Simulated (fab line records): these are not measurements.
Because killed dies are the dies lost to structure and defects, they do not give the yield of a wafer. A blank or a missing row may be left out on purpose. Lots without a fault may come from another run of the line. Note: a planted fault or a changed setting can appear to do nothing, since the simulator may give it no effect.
Matching of chambers :: flow n5Finfet :: N5_MOL_CONTACT_COAG_ETCHBACK_134 on rieDiel-04: 4 sister chambers
The step etches SiO2 in CHF3, target depth 10 nm, time 6.7 s. 18 wafers are shown with their chamber, then 9 later ones without.

WAFERS WITH THEIR CHAMBER
wafer: L074.2
chamber: 2
showerheadPlenumPTorr (Torr): 2.28
throttleValvePct (%): 18.65
drypumpMotorCurrentA (A): 6.4

wafer: L074.3
chamber: 1
showerheadPlenumPTorr (Torr): 2.42
throttleValvePct (%): 18.66
drypumpMotorCurrentA (A): 5.4

wafer: L074.4
chamber: 3
showerheadPlenumPTorr (Torr): 2.38
throttleValvePct (%): 19.04
drypumpMotorCurrentA (A): 5.6

wafer: L075.3
chamber: 0
showerheadPlenumPTorr (Torr): 2.32
throttleValvePct (%): 18.68
drypumpMotorCurrentA (A): 6.2

wafer: L075.5
chamber: 3
showerheadPlenumPTorr (Torr): 2.38
throttleValvePct (%): 19.04
drypumpMotorCurrentA (A): 5.7

wafer: L075.6
chamber: 0
showerheadPlenumPTorr (Torr): 2.32
throttleValvePct (%): 18.70
drypumpMotorCurrentA (A): 6.2

wafer: L078.1
chamber: 2
showerheadPlenumPTorr (Torr): 2.28
throttleValvePct (%): 18.67
drypumpMotorCurrentA (A): 6.3

wafer: L078.3
chamber: 1
showerheadPlenumPTorr (Torr): 2.41
throttleValvePct (%): 18.68
drypumpMotorCurrentA (A): 5.4

wafer: L078.6
chamber: 1
showerheadPlenumPTorr (Torr): 2.41
throttleValvePct (%): 18.68
drypumpMotorCurrentA (A): 5.4

wafer: L079.3
chamber: 2
showerheadPlenumPTorr (Torr): 2.28
throttleValvePct (%): 18.65
drypumpMotorCurrentA (A): 6.4

wafer: L079.5
chamber: 1
showerheadPlenumPTorr (Torr): 2.41
throttleValvePct (%): 18.68
drypumpMotorCurrentA (A): 5.4

wafer: L079.6
chamber: 2
showerheadPlenumPTorr (Torr): 2.28
throttleValvePct (%): 18.67
drypumpMotorCurrentA (A): 6.4

wafer: L080.1
chamber: 1
showerheadPlenumPTorr (Torr): 2.41
throttleValvePct (%): 18.68
drypumpMotorCurrentA (A): 5.4

wafer: L080.4
chamber: 0
showerheadPlenumPTorr (Torr): 2.32
throttleValvePct (%): 18.72
drypumpMotorCurrentA (A): 6.1

wafer: L080.5
chamber: 3
showerheadPlenumPTorr (Torr): 2.38
throttleValvePct (%): 19.06
drypumpMotorCurrentA (A): 5.7

wafer: L082.1
chamber: 0
showerheadPlenumPTorr (Torr): 2.31
throttleValvePct (%): 18.72
drypumpMotorCurrentA (A): 6.1

wafer: L082.2
chamber: 3
showerheadPlenumPTorr (Torr): 2.38
throttleValvePct (%): 19.07
drypumpMotorCurrentA (A): 5.6

wafer: L082.4
chamber: 2
showerheadPlenumPTorr (Torr): 2.28
throttleValvePct (%): 18.67
drypumpMotorCurrentA (A): 6.4

SIGNATURES, as means of the wafers listed above
reading: showerheadPlenumPTorr
chamber 0: 2.3175
chamber 1: 2.4120
chamber 2: 2.2800
chamber 3: 2.3800
scatter within a chamber: 0.00333

reading: throttleValvePct
chamber 0: 18.7050
chamber 1: 18.6760
chamber 2: 18.6620
chamber 3: 19.0525
scatter within a chamber: 0.0136

reading: drypumpMotorCurrentA
chamber 0: 6.150
chamber 1: 5.400
chamber 2: 6.380
chamber 3: 5.650
scatter within a chamber: 0.0447
Rule: a wafer's distance from a chamber is the root of the sum, over the readings, of the square of ((its reading less the chamber's mean) divided by the reading's scatter). The wafer belongs to the nearest chamber; if the next one is less than 2 further off, it can't be placed. How the scatter is found: for the shown wafers, subtract from each reading the mean of its chamber, square and add these, divide the total by (wafers less chambers), then take the root.

WAFERS MISSING THEIR CHAMBER
wafer: L085.2
showerheadPlenumPTorr (Torr): 2.27
throttleValvePct (%): 18.67
drypumpMotorCurrentA (A): 6.4

wafer: L085.3
showerheadPlenumPTorr (Torr): 2.31
throttleValvePct (%): 18.73
drypumpMotorCurrentA (A): 6.1

wafer: L085.6
showerheadPlenumPTorr (Torr): 2.41
throttleValvePct (%): 18.70
drypumpMotorCurrentA (A): 5.4

wafer: L091.1
showerheadPlenumPTorr (Torr): 2.31
throttleValvePct (%): 18.76
drypumpMotorCurrentA (A): 6.2

wafer: L091.3
showerheadPlenumPTorr (Torr): 2.27
throttleValvePct (%): 18.71
drypumpMotorCurrentA (A): 6.4

wafer: L091.4
showerheadPlenumPTorr (Torr): 2.37
throttleValvePct (%): 19.07
drypumpMotorCurrentA (A): 5.7

wafer: L095.1
showerheadPlenumPTorr (Torr): 2.37
throttleValvePct (%): 19.10
drypumpMotorCurrentA (A): 5.6

wafer: L095.2
showerheadPlenumPTorr (Torr): 2.31
throttleValvePct (%): 18.78
drypumpMotorCurrentA (A): 6.1

wafer: L095.4
showerheadPlenumPTorr (Torr): 2.27
throttleValvePct (%): 18.72
drypumpMotorCurrentA (A): 6.4

EACH ONE'S CHAMBER
wafer: L085.2
from the rows above: 2
in truth: 2

wafer: L085.3
from the rows above: 0
in truth: 0

wafer: L085.6
from the rows above: 1
in truth: 1

wafer: L091.1
from the rows above: 0
in truth: 0

wafer: L091.3
from the rows above: 2
in truth: 2

wafer: L091.4
from the rows above: 3
in truth: 3

wafer: L095.1
from the rows above: 3
in truth: 3

wafer: L095.2
from the rows above: 0
in truth: 0

wafer: L095.4
from the rows above: 2
in truth: 2
Placed correctly: 9 of 9. Number that these rows cannot place: 0. Number placed wrongly: 0.
